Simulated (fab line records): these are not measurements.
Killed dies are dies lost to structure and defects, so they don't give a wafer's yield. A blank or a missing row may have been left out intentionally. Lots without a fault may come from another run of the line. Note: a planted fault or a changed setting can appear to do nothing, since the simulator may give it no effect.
fab line records	flow n5_finfet
record: lots: 8	wafers: 23	last_day: 18
route steps=1938 shown BEOL_M4@1111 BEOL_M9@1405 PASSIVATION@1936
lots untouched by any fault: they come from a run of this same line in which no faults occurred
start_h: start of the lot's first displayed wafer, in hours after the record's first day	wait_h: hours elapsed since this lot's preceding step	" identical to the entry in the row above	L1.1+2: a row that stands for several wafers	- no value present, or no start provided	* or withheld: withheld	< > ~ a bound
route shown NAME@n: a module of which the file shows steps, and the number in the route of the first	usual: mean/standard deviation taken from wafers without a fault	same: alike in all rows	chamber/n: place in a boat	sites: per-site readings	_std_site: their standard deviation	_edge_site: inner sites' mean taken away from outer sites' mean	radius_mm: for every site, how far away it sits from the centre of the wafer	mask NAME#n: copy n	behind: the most recent tool/chamber to have shaped the wafer	hold: what put the lot on hold/how long, in hours/how the hold closed	device: transistor that didn't switch, given as n, p or np	end of line: the same wafers' tests at the end of the route	a step without rows: its recipe alone	killed: dies lost to structure and defects at the first sort, not the wafer's yield	map: a wafer's dies, x killed, . not, _ none there
set.NAME: setting as actually run; set.NAME@STEP: the setting as run at that earlier step	model.NAME: the simulator's own value behind a step, which no gauge read
the route's steps for a sample of lots (tables are steps, rows are wafers)
services: the hour from which a tool's chamber was out of use, counted from the record's first day as start_h (under 0 if before that day), plus the number of hours and why
== steps ==
step: N5_BEOL_M4_RC_MEAS_101
usual: DIBL_N: 35.4/2.1	DIBL_P: 34.8/2.6	IOFF_N: 0.15/0.037	IOFF_P: 0.19/0.037	ION_N: 677/16	ION_P: 462/9.3	SS_N: 71.4/0.75	SS_P: 72.9/0.77	VT_N: 250/3.7	VT_P: -251/3.5
lot.wafer	tool	chamber	start_h	wait_h	DIBL_N[mV/V]	DIBL_P[mV/V]	IOFF_N[nA/um]	IOFF_P[nA/um]	ION_N[uA/um]	ION_P[uA/um]	SS_N[mV/dec]	SS_P[mV/dec]	VT_N[mV]	VT_P[mV]
L835.1	prober-01	0	183.49	0.0	35.6	34.3	0.13	0.14	654	441	71.5	72.4	255	-257
L835.3	"	0	"	"	39.3	38.9	0.22	0.20	684	455	73.0	73.8	247	-256
L835.5	"	0	"	"	37.9	37.1	0.19	0.18	686	455	72.5	73.3	249	-254
L837.1	prober-01	0	197.97	0.0	35.3	35.4	0.15	0.19	690	464	71.8	73.3	245	-253
L837.3	"	0	"	"	36.9	36.0	0.16	0.18	677	453	71.4	72.7	250	-255
L837.6	"	0	"	"	31.4	29.3	0.09	0.12	657	449	70.0	71.3	256	-259
L839.2	prober-02	0	200.94	0.2	39.0	37.7	0.24	0.23	679	456	72.0	74.2	245	-248
L839.4	"	0	"	"	32.9	31.1	0.12	0.15	672	463	70.8	72.4	255	-252
L839.5	"	0	"	"	37.2	35.9	0.20	0.21	688	465	72.7	73.9	245	-248
L840.3	prober-02	0	204.45	0.3	35.6	35.9	0.15	0.20	677	461	71.1	73.5	253	-249
L840.4	"	0	"	"	33.2	32.4	0.11	0.14	669	459	70.3	71.7	255	-254
L840.6	"	0	"	"	32.8	32.0	0.11	0.15	647	454	71.4	72.9	253	-253
L843.3	prober-01	0	226.21	0.3	33.8	33.4	0.12	0.20	660	461	70.9	73.0	255	-249
L843.4	"	0	"	"	33.4	32.0	0.12	0.17	666	464	71.6	72.0	251	-251
L845.1	prober-01	0	231.34	0.7	36.0	34.6	0.13	0.21	649	450	71.0	73.0	250	-251
L845.3	"	0	"	"	36.2	34.6	0.15	0.20	677	466	71.3	73.2	246	-252
L845.4	"	0	"	"	37.3	35.1	0.15	0.19	661	450	71.3	72.4	249	-251
L855.4	prober-01	0	303.34	0.5	35.9	34.1	0.13	0.15	656	449	71.6	72.8	255	-254
L855.5	"	0	"	"	39.2	39.1	0.20	0.22	709	469	72.2	74.6	245	-253
L855.6	"	0	"	"	35.8	33.8	0.13	0.14	668	445	71.5	73.2	254	-261
L858.1	prober-02	0	326.03	0.0	38.0	40.0	0.22	0.26	710	477	72.6	73.7	242	-247
L858.4	"	0	"	"	36.1	37.1	0.18	0.23	701	476	71.7	73.3	247	-250
L858.5	"	0	"	"	36.0	36.9	0.17	0.21	689	467	71.4	73.6	246	-250
step: N5_BEOL_M9_HM_DEP_02
recipe: material: TiN	target_thk_a: 200	temp_c: 25	chamber_pressure_pa: 0.49996
usual: throttle_valve_pct: 30.5/0.73
lot.wafer	tool	chamber	start_h	wait_h	throttle_valve_pct
L835.1	pvd_sputter-02	-	224.72	1.5	30.6
L835.3	"	-	"	"	30.6
L835.5	"	-	"	"	30.4
L837.1	pvd_sputter-02	-	237.95	3.4	30.8
L837.3	"	-	"	"	29.9
L837.6	"	-	"	"	30.5
L840.3	pvd_sputter-02	-	250.19	2.2	29.8
L840.4	"	-	"	"	30.7
L840.6	"	-	"	"	30.3
L839.2	pvd_sputter-02	-	250.29	2.2	30.0
L839.4	"	-	"	"	30.5
L839.5	"	-	"	"	30.5
L843.3	pvd_sputter-02	-	272.37	1.6	29.9
L843.4	"	-	"	"	30.3
L845.1	pvd_sputter-02	-	278.73	2.6	29.5
L845.3	"	-	"	"	30.6
L845.4	"	-	"	"	30.5
L855.4	pvd_sputter-02	-	339.96	0.3	30.6
L855.5	"	-	"	"	30.9
L855.6	"	-	"	"	30.6
L858.1	pvd_sputter-03	-	368.20	0.6	29.3
L858.4	"	-	"	"	32.3
L858.5	"	-	"	"	32.1
step: N5_BEOL_M9_STRIP_19
recipe: chemistry: O2	power_w: 400	temp_c: 40	pressure_mtorr: 30	rf_frequency_hz: 6e+07	bias_power_w: 0	overash_fraction: 0.2	o2_flow_sccm: 225
usual: drypump_motor_current_A: 5.6/0.45	oes_product_au: 0.79/0.08	rf_vpp_V: 3.7/0.55	showerhead_plenum_p_Torr: 2.05/0.061	throttle_valve_pct: 16.7/0.32
lot.wafer	tool	chamber	start_h	wait_h	drypump_motor_current_A	oes_product_au	rf_hours_counter_h	rf_vpp_V	showerhead_plenum_p_Torr	throttle_valve_pct
L835.1	rie_diel-02	0	226.10	0.1	6.0	0.74	188	3.4	2.06	17.0
L835.3	"	2	"	"	5.8	0.66	240	3.1	2.04	16.4
L835.5	"	3	"	"	5.1	0.77	-	5.2	2.00	17.0
L837.1	rie_diel-02	3	239.11	0.1	5.1	0.75	149	4.2	2.00	17.0
L837.3	"	0	"	"	6.0	0.74	191	3.6	2.06	17.0
L837.6	"	1	"	"	5.9	0.83	-	4.1	2.04	16.4
L840.3	rie_diel-06	0	251.16	0.1	5.3	0.82	82	3.9	2.05	16.9
L840.4	"	3	"	"	5.3	0.72	-	4.0	1.97	16.9
L840.6	"	0	"	"	5.3	0.82	-	4.3	2.05	16.9
L839.2	rie_diel-06	3	251.32	0.1	5.3	0.70	195	4.3	1.97	16.9
L839.4	"	0	"	"	5.4	0.82	-	4.0	2.05	16.9
L839.5	"	3	"	"	5.3	0.72	-	3.3	1.97	16.9
L843.3	rie_diel-02	3	273.48	0.1	5.0	0.76	156	3.8	1.99	17.0
L843.4	"	0	"	"	6.0	0.74	-	3.6	2.06	17.0
L845.1	rie_diel-02	0	279.59	0.1	6.0	0.73	205	3.7	2.05	17.0
L845.3	"	3	"	"	5.0	0.75	159	3.6	1.99	17.1
L845.4	"	0	"	"	6.0	0.73	-	3.3	2.06	17.0
L855.4	rie_diel-02	3	341.18	0.1	5.1	0.74	177	3.4	1.99	17.1
L855.5	"	3	"	"	5.0	0.75	-	4.9	1.99	17.1
L855.6	"	0	"	"	6.0	0.72	-	3.5	2.05	17.0
L858.1	rie_diel-02	1	369.05	0.1	5.9	0.78	128	3.3	2.02	16.5
L858.4	"	3	"	"	5.0	0.73	186	3.7	1.98	17.1
L858.5	"	0	"	"	6.0	0.71	-	3.0	2.05	17.1
step: N5_BEOL_M9_CD_MEAS_28
recipe: target_cd_nm: 70	landing_energy_ev: 500	detector: se_inlens	polarity: opening
usual: cd_nm: 69.90/0.28
lot.wafer	tool	chamber	start_h	wait_h	cd_nm
L835.1	cd_sem-01	0	227.54	-	70.51
L835.3	"	0	"	"	70.53
L835.5	"	0	"	"	69.61
L837.1	cd_sem-02	0	243.51	-	69.93
L837.3	"	0	"	"	69.76
L837.6	"	0	"	"	69.78
L840.3	cd_sem-03	0	251.82	-	69.49
L840.4	"	0	"	"	70.05
L840.6	"	0	"	"	69.50
L839.2	cd_sem-01	0	251.98	-	70.05
L839.4	"	0	"	"	70.16
L839.5	"	0	"	"	70.24
L843.3	cd_sem-03	0	274.26	-	69.63
L843.4	"	0	"	"	69.72
L845.1	cd_sem-02	0	281.57	-	70.07
L845.3	"	0	"	"	70.24
L845.4	"	0	"	"	69.54
L855.4	cd_sem-01	0	341.74	-	69.44
L855.5	"	0	"	"	70.13
L855.6	"	0	"	"	69.86
L858.1	cd_sem-02	0	370.91	-	70.50
L858.4	"	0	"	"	70.55
L858.5	"	0	"	"	70.45
step: N5_BEOL_M9_OVL_MEAS_29
recipe: points_per_wafer: 522
usual: V8_OVL: 0.2/0.71
lot.wafer	tool	chamber	start_h	wait_h	V8_OVL[nm]
L835.1	overlay-02	0	227.57	0.0	2.0
L835.3	"	0	"	"	1.4
L835.5	"	0	"	"	0.4
L837.1	overlay-01	0	243.54	0.0	0.2
L837.3	"	0	"	"	1.2
L837.6	"	0	"	"	0.7
L840.3	overlay-02	0	251.86	0.0	-0.1
L840.4	"	0	"	"	-0.2
L840.6	"	0	"	"	0.7
L839.2	overlay-02	0	252.02	0.0	0.3
L839.4	"	0	"	"	0.7
L839.5	"	0	"	"	-0.1
L843.3	overlay-01	0	274.30	0.0	-0.2
L843.4	"	0	"	"	-0.5
L845.1	overlay-01	0	281.60	0.0	-0.4
L845.3	"	0	"	"	-0.7
L845.4	"	0	"	"	-0.2
L855.4	overlay-02	0	341.78	0.0	0.1
L855.5	"	0	"	"	1.4
L855.6	"	0	"	"	0.9
L858.1	overlay-01	0	370.94	0.0	0.9
L858.4	"	0	"	"	-0.5
L858.5	"	0	"	"	0.1
step: N5_BEOL_M9_VIA_ETCH_34
recipe: chemistry: C4F6/O2	target: SiCOH_lowk	target_depth_a: 1824	mask_material: SOC	taper_deg: 4	time_s: 68.4	ion_energy_ev: 250	pressure_mtorr: 30	source_w: 345	bias_w: 185	Ar_flow_sccm: 300	C4F6_flow_sccm: 10	O2_flow_sccm: 10
usual: drypump_motor_current_A: 5.6/0.48	oes_product_au: 0.81/0.083	rf_vpp_V: 666/20	showerhead_plenum_p_Torr: 2.83/0.091	throttle_valve_pct: 21.0/0.34
lot.wafer	tool	chamber	start_h	wait_h	drypump_motor_current_A	oes_product_au	rf_hours_counter_h	rf_vpp_V	showerhead_plenum_p_Torr	throttle_valve_pct
L835.1	rie_diel-04	1	227.95	0.0	6.5	0.77	122	707	2.82	20.4
L835.3	"	2	"	"	6.1	0.68	236	666	2.94	21.4
L835.5	"	2	"	"	6.1	0.67	-	665	2.94	21.4
L837.1	rie_diel-04	3	244.04	0.0	5.3	0.70	227	673	2.95	21.0
L837.3	"	2	"	"	6.1	0.67	240	667	2.93	21.4
L837.6	"	3	"	"	5.3	0.69	-	673	2.96	20.9
L840.3	rie_diel-02	0	252.28	0.0	6.0	0.74	-	650	2.83	21.4
L840.4	"	1	"	"	5.9	0.82	-	638	2.75	20.6
L840.6	"	1	"	"	5.9	0.82	-	638	2.75	20.6
L839.2	rie_diel-06	0	252.33	0.0	5.3	0.82	82	671	2.76	21.1
L839.4	"	0	"	"	5.3	0.81	-	671	2.76	21.1
L839.5	"	3	"	"	5.3	0.72	-	649	2.73	21.3
L843.3	rie_diel-02	1	274.74	0.0	5.9	0.54	97	638	2.75	20.5
L843.4	"	0	"	"	6.0	0.27	-	650	2.83	21.2
L845.1	rie_diel-04	1	281.96	0.0	6.5	0.77	139	706	2.81	20.4
L845.3	"	0	"	"	5.6	0.34	-	651	2.79	20.8
L845.4	"	1	"	"	6.5	0.30	-	706	2.81	20.3
L855.4	rie_diel-02	3	342.04	0.0	5.1	0.73	178	679	2.75	21.6
L855.5	"	3	"	"	5.1	0.74	-	678	2.75	21.6
L855.6	"	0	"	"	6.0	0.72	-	651	2.82	21.4
L858.1	rie_diel-04	0	371.22	0.0	5.6	0.84	54	651	2.77	21.0
L858.4	"	1	"	"	6.5	0.75	171	705	2.80	20.5
L858.5	"	2	"	"	6.1	0.89	-	664	2.92	21.0
step: N5_BEOL_M9_OCD_MEAS_38
usual: trench_depth_nm: 151.1/2.5
lot.wafer	tool	chamber	start_h	wait_h	trench_depth_nm
L835.1	ocd-01	-	228.23	-	151.2
L835.3	"	-	"	"	146.5
L835.5	"	-	"	"	147.0
L837.1	ocd-02	-	244.31	-	147.6
L837.3	"	-	"	"	148.0
L837.6	"	-	"	"	147.6
L839.2	ocd-02	-	252.61	-	151.1
L839.4	"	-	"	"	150.9
L839.5	"	-	"	"	152.9
L840.3	ocd-01	-	252.66	-	154.7
L840.4	"	-	"	"	154.8
L840.6	"	-	"	"	154.2
L843.3	ocd-02	-	275.02	-	72.0
L843.4	"	-	"	"	-
L845.1	ocd-02	-	282.36	-	150.0
L845.3	"	-	"	"	1.6
L845.4	"	-	"	"	3.5
L855.4	ocd-02	-	342.32	-	153.9
L855.5	"	-	"	"	154.2
L855.6	"	-	"	"	152.8
L858.1	ocd-01	-	371.49	-	149.6
L858.4	"	-	"	"	151.1
L858.5	"	-	"	"	149.9
step: N5_BEOL_M9_CD_MEAS_35
recipe: target_cd_nm: 70	target_cd_y_nm: 40	polarity: opening
usual: cd_nm: 70.4/0.8
lot.wafer	tool	chamber	start_h	wait_h	cd_nm
L835.1	cd_sem-01	-	228.38	0.0	70.2
L835.3	"	-	"	"	70.5
L835.5	"	-	"	"	69.3
L837.1	cd_sem-02	-	244.46	0.0	71.1
L837.3	"	-	"	"	71.0
L837.6	"	-	"	"	71.6
L839.2	cd_sem-01	-	252.76	0.0	69.6
L839.4	"	-	"	"	69.7
L839.5	"	-	"	"	69.5
L840.3	cd_sem-01	-	252.81	0.0	71.2
L840.4	"	-	"	"	71.9
L840.6	"	-	"	"	71.4
L843.3	cd_sem-02	-	275.17	0.0	70.1
L843.4	"	-	"	"	-
L845.1	cd_sem-02	-	282.52	0.0	70.5
L845.3	"	-	"	"	-
L845.4	"	-	"	"	-
L855.4	cd_sem-03	-	342.47	0.0	70.8
L855.5	"	-	"	"	70.7
L855.6	"	-	"	"	70.7
L858.1	cd_sem-01	-	371.64	0.0	71.5
L858.4	"	-	"	"	70.5
L858.5	"	-	"	"	70.8
step: N5_PASSIVATION_PROBE_49
usual: defect_limited_yield: 90.5/1.7	killed_at_M0_to_M3: 37/12	killed_at_M4_up: 14/5.2	killed_at_contacts: 12/5.9	killed_at_front_end: 45/14	killed_at_other: 3.5/2.8	killed_dies: 112/21	killed_on_rim: 15/4.5	killed_open: 73/15	killed_short: 36/8.9	sort_bin_5_function: 5.6/1.2	sort_bin_6_memory: 3.5/0.68	sort_bin_8_speed: 0.01/0.1	sort_n_pass: 1068/21	sort_yield_pct: 90.5/1.8
same: gross_dies: 1180	killed_at_back_side: 0	sort_bin_4_leakage[%]: 0
lot.wafer	tool	chamber	start_h	wait_h	defect_limited_yield[%]	killed_at_M0_to_M3	killed_at_M4_up	killed_at_contacts	killed_at_front_end	killed_at_other	killed_dies	killed_on_rim	killed_open	killed_short	sort_bin_5_function[%]	sort_bin_6_memory[%]	sort_bin_8_speed[%]	sort_n_pass	sort_yield_pct[%]
L835.1	prober-01	-	294.41	0.0	88.6	46	10	20	49	9	134	19	92	36	6.6	4.1	0	1046	88.6
L835.3	prober-01	-	294.51	0.1	88.5	43	6	26	60	1	136	18	88	44	7.3	4.0	0	1044	88.5
L835.5	prober-01	-	294.61	0.2	89.2	52	11	21	41	3	128	14	93	35	6.4	4.0	0	1052	89.2
L837.1	prober-01	-	308.17	0.1	92.2	25	14	17	31	5	92	14	61	29	5.7	2.0	0	1088	92.2
L837.3	prober-01	-	308.27	0.2	91.7	26	5	11	53	3	98	16	64	33	4.2	3.6	0	1082	91.7
L837.6	prober-01	-	308.42	0.3	91.3	29	16	13	43	2	103	18	63	39	5.7	2.8	0	1077	91.3
L840.3	prober-02	-	319.73	0.1	89.3	37	11	12	66	0	126	13	81	43	6.2	3.6	0	1054	89.3
L840.4	prober-02	-	319.78	0.2	89.3	43	14	5	63	1	126	15	88	37	6.3	3.8	0	1054	89.3
L840.6	prober-02	-	319.88	0.3	89.4	35	15	17	58	0	125	18	86	35	6.5	3.9	0	1055	89.4
L839.2	prober-01	-	322.17	0.1	90.1	36	25	15	37	4	117	11	76	36	5.6	3.8	0	1063	90.1
L839.4	prober-01	-	322.27	0.2	89.2	32	25	18	52	1	128	17	74	49	5.8	4.2	0	1052	89.2
L839.5	prober-01	-	322.32	0.2	89.9	45	13	12	45	4	119	20	74	44	5.9	3.7	0	1061	89.9
L843.3	prober-02	-	332.82	0.1	41.6	33	615	6	28	7	689	55	64	33	54.4	3.6	0	491	41.6
L843.4	prober-02	-	332.87	0.2	0	27	1082	12	57	2	1180	152	82	26	95.8	4.0	0	0	0
L845.1	prober-01	-	343.00	0.0	87.3	46	14	11	75	4	150	16	94	54	8.0	4.1	0.08	1029	87.2
L845.3	prober-01	-	343.10	0.1	0.3	47	1067	10	49	3	1176	152	83	36	95.6	3.7	0	4	0.3
L845.4	prober-01	-	343.15	0.2	0.3	45	1077	4	47	4	1177	152	74	33	95.7	3.5	0	3	0.3
L855.4	prober-01	-	402.14	0.2	91.7	26	14	9	46	3	98	12	63	34	4.9	2.9	0	1082	91.7
L855.5	prober-01	-	402.19	0.2	92.2	29	21	5	33	4	92	11	57	32	5.1	2.5	0	1088	92.2
L855.6	prober-01	-	402.24	0.3	92.4	23	11	11	40	5	90	8	61	26	4.4	3.1	0	1090	92.4
L858.1	prober-01	-	438.05	0.0	91.9	35	9	10	37	4	95	10	54	35	4.7	3.1	0	1085	91.9
L858.4	prober-01	-	438.20	0.2	88.6	61	18	15	40	0	134	23	86	42	6.6	4.1	0	1046	88.6
L858.5	prober-01	-	438.25	0.2	94.7	13	11	6	29	3	62	8	43	17	3.0	2.2	0	1118	94.7
killed by level:class
L835.1 MOL_CONTACT_COAG:geometric_particle:open=16 BEOL_M3:geometric_particle:open=14 STI_FIN_REVEAL:geometric_particle:open=9 BEOL_M0_SAQP:geometric_particle:open=9 ILD0:geometric_particle:open=8 BEOL_M2:geometric_particle:open=8 FIN_SAQP:geometric_particle:open=7 BEOL_M0_SAQP:geometric_particle:short=6
L835.3 MOL_CONTACT_COAG:geometric_particle:open=19 BEOL_M0_SAQP:geometric_particle:short=18 FIN_SAQP:geometric_particle:open=16 STI_FIN_REVEAL:geometric_particle:open=11 BEOL_M0_SAQP:geometric_particle:open=11 DUMMY_GATE:geometric_particle:open=7 MOL_CONTACT_COAG:geometric_particle:short=7 BEOL_M2:geometric_particle:open=5
L835.5 MOL_CONTACT_COAG:geometric_particle:open=19 BEOL_M3:geometric_particle:open=14 STI_FIN_REVEAL:geometric_particle:open=11 BEOL_M2:geometric_particle:open=10 BEOL_M0_SAQP:geometric_particle:short=9 BEOL_M0_SAQP:geometric_particle:open=8 DUMMY_GATE:geometric_particle:open=6 FIN_SAQP:geometric_particle:open=5
L837.1 MOL_CONTACT_COAG:geometric_particle:open=15 FIN_SAQP:geometric_particle:open=9 FIN_SAQP:geometric_particle:short=8 BEOL_M0_SAQP:geometric_particle:open=6 STI_FIN_REVEAL:geometric_particle:open=6 BEOL_M0_SAQP:geometric_particle:short=6 BEOL_M3:geometric_particle:open=6 BEOL_M4:geometric_particle:open=6
L837.3 FIN_SAQP:geometric_particle:short=9 FIN_SAQP:geometric_particle:open=9 MOL_CONTACT_COAG:geometric_particle:open=9 GATE_CUT:geometric_particle:short=8 BEOL_M1:geometric_particle:open=8 STI_FIN_REVEAL:geometric_particle:open=6 GATE_CUT:geometric_particle:open=5 BEOL_M0_SAQP:geometric_particle:open=5
L837.6 STI_FIN_REVEAL:geometric_particle:open=14 MOL_CONTACT_COAG:geometric_particle:open=9 BEOL_M3:geometric_particle:open=8 BEOL_M0_SAQP:geometric_particle:short=7 FIN_SAQP:geometric_particle:short=6 FIN_SAQP:geometric_particle:open=5 BEOL_M2:geometric_particle:open=5 BEOL_M4:geometric_particle:short=5
L840.3 STI_FIN_REVEAL:geometric_particle:open=20 FIN_SAQP:geometric_particle:short=13 FIN_SAQP:geometric_particle:open=12 BEOL_M0_SAQP:geometric_particle:short=12 BEOL_M0_SAQP:geometric_particle:open=11 MOL_CONTACT_COAG:geometric_particle:open=10 GATE_CUT:geometric_particle:short=9 BEOL_M4:geometric_particle:open=6
L840.4 STI_FIN_REVEAL:geometric_particle:open=23 FIN_SAQP:geometric_particle:open=15 BEOL_M2:geometric_particle:open=11 FIN_SAQP:geometric_particle:short=10 BEOL_M0_SAQP:geometric_particle:short=9 BEOL_M0_SAQP:geometric_particle:open=8 BEOL_M1:geometric_particle:open=6 MOL_CONTACT_COAG:geometric_particle:open=5
L840.6 FIN_SAQP:geometric_particle:open=17 MOL_CONTACT_COAG:geometric_particle:open=16 STI_FIN_REVEAL:geometric_particle:open=15 BEOL_M0_SAQP:geometric_particle:open=12 FIN_SAQP:geometric_particle:short=9 BEOL_M0_SAQP:geometric_particle:short=9 BEOL_M3:geometric_particle:open=8 BEOL_M4:geometric_particle:open=6
L839.2 BEOL_M2:geometric_particle:open=13 BEOL_M4:geometric_particle:open=13 MOL_CONTACT_COAG:geometric_particle:open=11 FIN_SAQP:geometric_particle:open=10 BEOL_M0_SAQP:geometric_particle:short=8 STI_FIN_REVEAL:geometric_particle:open=7 BEOL_M0_SAQP:geometric_particle:open=6 GATE_CUT:geometric_particle:open=5
L839.4 FIN_SAQP:geometric_particle:open=12 STI_FIN_REVEAL:geometric_particle:open=12 MOL_CONTACT_COAG:geometric_particle:open=11 BEOL_M3:geometric_particle:short=10 BEOL_M4:geometric_particle:open=9 FIN_SAQP:geometric_particle:short=8 MOL_CONTACT_COAG:geometric_particle:short=7 BEOL_M0_SAQP:geometric_particle:open=6
L839.5 FIN_SAQP:geometric_particle:open=11 BEOL_M0_SAQP:geometric_particle:short=11 MOL_CONTACT_COAG:geometric_particle:open=9 BEOL_M0_SAQP:geometric_particle:open=9 FIN_SAQP:geometric_particle:short=8 STI_FIN_REVEAL:geometric_particle:open=8 BEOL_M2:geometric_particle:open=6 BEOL_M3:geometric_particle:open=6
L843.3 BEOL_M9:area_open=592 BEOL_M4:geometric_particle:open=10 FIN_SAQP:geometric_particle:short=9 BEOL_M1:geometric_particle:open=9 FIN_SAQP:geometric_particle:open=8 BEOL_M3:geometric_particle:open=8 BEOL_M2:geometric_particle:open=7 MOL_CONTACT_COAG:geometric_particle:open=5
L843.4 BEOL_M9:area_open=1070 STI_FIN_REVEAL:geometric_particle:open=16 FIN_SAQP:geometric_particle:open=12 MOL_CONTACT_COAG:geometric_particle:open=11 BEOL_M2:geometric_particle:open=11 FIN_SAQP:geometric_particle:short=6 STARTING-WAFER:geometric_particle:open=6 BEOL_M0_SAQP:geometric_particle:open=5
L845.1 FIN_SAQP:geometric_particle:short=23 FIN_SAQP:geometric_particle:open=18 BEOL_M0_SAQP:geometric_particle:open=12 MOL_CONTACT_COAG:geometric_particle:open=10 BEOL_M0_SAQP:geometric_particle:short=10 BEOL_M3:geometric_particle:open=9 STI_FIN_REVEAL:geometric_particle:open=7 BEOL_M2:geometric_particle:open=7
L845.3 BEOL_M9:area_open=1057 STI_FIN_REVEAL:geometric_particle:open=12 BEOL_M2:geometric_particle:open=12 FIN_SAQP:geometric_particle:open=11 MOL_CONTACT_COAG:geometric_particle:open=8 DUMMY_GATE:geometric_particle:open=8 BEOL_M0_SAQP:geometric_particle:short=8 BEOL_M1:geometric_particle:open=7
L845.4 BEOL_M9:area_open=1069 BEOL_M0_SAQP:geometric_particle:open=15 BEOL_M0_SAQP:geometric_particle:short=11 FIN_SAQP:geometric_particle:open=10 DUMMY_GATE:geometric_particle:open=9 STI_FIN_REVEAL:geometric_particle:open=8 BEOL_M1:geometric_particle:open=8 FIN_SAQP:geometric_particle:short=6
L855.4 STI_FIN_REVEAL:geometric_particle:open=11 MOL_CONTACT_COAG:geometric_particle:open=8 BEOL_M0_SAQP:geometric_particle:open=7 BEOL_M4:geometric_particle:open=7 FIN_SAQP:geometric_particle:open=6 STARTING-WAFER:geometric_particle:short=6 STI_FIN_REVEAL:geometric_particle:short=4 BEOL_M0:geometric_particle:open=4
L855.5 STI_FIN_REVEAL:geometric_particle:open=8 BEOL_M0_SAQP:geometric_particle:open=7 GATE_CUT:geometric_particle:short=6 BEOL_M0_SAQP:geometric_particle:short=5 BEOL_M4:geometric_particle:open=5 BEOL_M5:geometric_particle:open=5 MOL_CONTACT_COAG:geometric_particle:open=4 STARTING-WAFER:geometric_particle:open=4
L855.6 STI_FIN_REVEAL:geometric_particle:open=10 MOL_CONTACT_COAG:geometric_particle:open=10 BEOL_M0:geometric_particle:open=7 DUMMY_GATE:geometric_particle:open=5 STI_FIN_REVEAL:geometric_particle:short=4 ILD0:geometric_particle:open=4 FIN_SAQP:geometric_particle:open=3 GATE_CUT:geometric_particle:open=3
L858.1 MOL_CONTACT_COAG:geometric_particle:open=8 BEOL_M0_SAQP:geometric_particle:short=8 FIN_SAQP:geometric_particle:short=6 DUMMY_GATE:geometric_particle:open=6 BEOL_M0_SAQP:geometric_particle:open=6 BEOL_M2:geometric_particle:open=6 DUMMY_GATE:geometric_particle:short=5 GATE_CUT:geometric_particle:short=5
L858.4 MOL_CONTACT_COAG:geometric_particle:open=13 BEOL_M0_SAQP:geometric_particle:short=12 BEOL_M2:geometric_particle:open=11 FIN_SAQP:geometric_particle:short=10 BEOL_M1:geometric_particle:open=8 FIN_SAQP:geometric_particle:open=7 BEOL_M0_SAQP:geometric_particle:open=6 BEOL_M0:geometric_particle:open=6
L858.5 STI_FIN_REVEAL:geometric_particle:short=5 STI_FIN_REVEAL:geometric_particle:open=5 MOL_CONTACT_COAG:geometric_particle:open=5 BEOL_M4:geometric_particle:open=5 FIN_SAQP:geometric_particle:open=4 STARTING-WAFER:geometric_particle:open=4 BEOL_M3:geometric_particle:open=3 DUMMY_GATE:geometric_particle:open=2
== services ==
tool	chamber	start_h	hours	kind
rie_diel-06	2	218.19	13.6	repair
rie_diel-06	0	220.16	6.2	repair
rie_diel-02	3	243.66	9.1	repair
rie_diel-02	2	249.10	3.6	repair
rie_diel-02	2	265.88	-	clean
rie_diel-02	2	265.88	-	consumable_replace:focus_ring
rie_diel-02	2	265.88	14.2	scheduled_down
rie_diel-02	2	265.88	14.2	vent_cycle
rie_diel-06	-	266.11	2.8	pm
rie_diel-04	0	266.58	4.5	repair
rie_diel-04	2	276.19	-	clean
rie_diel-04	2	276.19	-	consumable_replace:focus_ring
rie_diel-04	2	276.19	25.5	scheduled_down
rie_diel-04	2	276.19	25.5	vent_cycle
pvd_sputter-02	-	288.91	7.9	repair
pvd_sputter-02	-	303.50	6.2	repair
rie_diel-06	3	330.98	3.6	repair
rie_diel-04	3	338.27	-	clean
rie_diel-04	3	338.27	-	consumable_replace:focus_ring
rie_diel-04	3	338.27	27.4	scheduled_down
rie_diel-04	3	338.27	27.4	vent_cycle
rie_diel-06	3	344.09	19.8	repair
rie_diel-06	0	359.62	9.0	repair
== key ==
first_sign: step: N5_BEOL_M9_VIA_ETCH_34	reading: oes_product_au	direction: down	sigmas: 5.4	usual: 0.81	struck: 0.36
effect: step: N5_BEOL_M9_OCD_MEAS_38	reading: trench_depth_nm	direction: down	sigmas: 50	usual: 151.1	struck: 25.7
effect: step: N5_BEOL_M9_CD_MEAS_35	reading: cd_nm	direction: missing
effect: step: N5_PASSIVATION_PROBE_49	reading: killed_at_M4_up	direction: up	sigmas: 99+	usual: 14	struck: 960
more_kills_born_at: N5_BEOL_M9_HM_OPEN_17@rie_metal-03: 2126	N5_BEOL_M9_HM_OPEN_17@rie_metal-02: 1662
met_at N5_BEOL_M9_HM_DEP_02
struck_lots L843,L845
struck_wafers L843.3,L843.4,L845.3,L845.4
later_rows_left_out L843.3,L843.4,L845.3,L845.4
not_acting_at N5_BEOL_M9_STRIP_19,N5_BEOL_M9_CD_MEAS_28,N5_BEOL_M9_OVL_MEAS_29
onset_between 250.29 272.37
fault: kind: process_parameter_drift	tool: pvd_sputter-02	chamber: -	onset_h: 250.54	steps: N5_BEOL_M9_HM_DEP_02	channel: target_thk_a	offset: *	shape: step	end_h: 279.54	scope: struck_wafers_only	acts_in: *	stated: *
later_rows_left_out: the simulator's readings of these wafers behind a module that went badly wrong aren't trusted and aren't shown, but for the sort
